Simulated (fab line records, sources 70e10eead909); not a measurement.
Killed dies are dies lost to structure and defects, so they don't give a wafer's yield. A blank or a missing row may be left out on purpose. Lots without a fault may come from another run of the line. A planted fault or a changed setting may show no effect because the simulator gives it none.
Which tool did it? | flow nand_harc | 12 lots, 36 wafers sampled, at 2 steps of a route of 1302

WHAT THE GAUGES READ, wafer by wafer
NHARC_P_CONTACT_OVL_MEAS_13.
lot  | measured     | on         | overlay_x_nm (nm)
L075 | day 6 11:14  | overlay-01 | 0.7 0.6 0.3
L077 | day 7 10:56  | overlay-02 | -0.8 -1.7 -1.6
L079 | day 8 01:53  | overlay-02 | 0.3 0.2 0.5
L080 | day 8 19:17  | overlay-02 | -0.5 -0.3 -0.2
L083 | day 9 22:56  | overlay-01 | 0.5 0.9 0.5
L085 | day 10 16:10 | overlay-01 | 0.2 1.3 0.3
L086 | day 11 04:29 | overlay-02 | -0.2 0.5 0.6
L089 | day 12 00:20 | overlay-02 | 0.2 0.4 0.5
L091 | day 13 01:12 | overlay-01 | 1.0 1.1 0.9
L093 | day 13 18:09 | overlay-01 | 0.7 0.9 1.0
L095 | day 14 17:22 | overlay-01 | -1.3 -1.1 -1.2
L097 | day 15 07:58 | overlay-02 | -0.2 0.3 0.0

WHICH TOOL RAN EACH LOT (tool, then ch and the chambers of the sampled wafers, then the start)
lot  | NHARC_P_GATE_STRIP_76
L075 | plasma_asher-02 ch 0,1, day 6 05:34
L077 | plasma_asher-02 ch 0,1, day 7 05:17
L079 | plasma_asher-02 ch 0,1, day 7 20:11
L080 | plasma_asher-02 ch 0,1, day 8 13:42
L083 | plasma_asher-02 ch 0,1, day 9 17:17
L085 | plasma_asher-02 ch 0,1, day 10 10:16
L086 | plasma_asher-01 ch 0,1, day 10 21:40
L089 | plasma_asher-02 ch 0,1, day 11 18:38
L091 | plasma_asher-01 ch 0,1, day 12 19:32
L093 | plasma_asher-02 ch 0,1, day 13 12:27
L095 | plasma_asher-01 ch 0,1, day 14 11:50
L097 | plasma_asher-02 ch 0,1, day 15 02:19
- NHARC_P_GATE_STRIP_76: strips in O2.

THE ANSWER, worked out from the rows above alone
Rule: what is usual is taken from the lots themselves. Put in order of their means at a reading, lots are off if they are a third of the lots or fewer, leave a main group of 4 or more, and stand apart from it by a gap of 3 or more times the standard deviation of the main group's means; of several such gaps the widest counts. A main group whose means are all the same, to the digits that the tables above print for the reading, isn't used. A lot without any number at a reading at which 4 lots or more have one is off too. The other lots that the step has rows for count as sound.
No lot is off at any reading shown: from this, nothing can be told.

WHAT THE SIMULATOR HAD PUT IN
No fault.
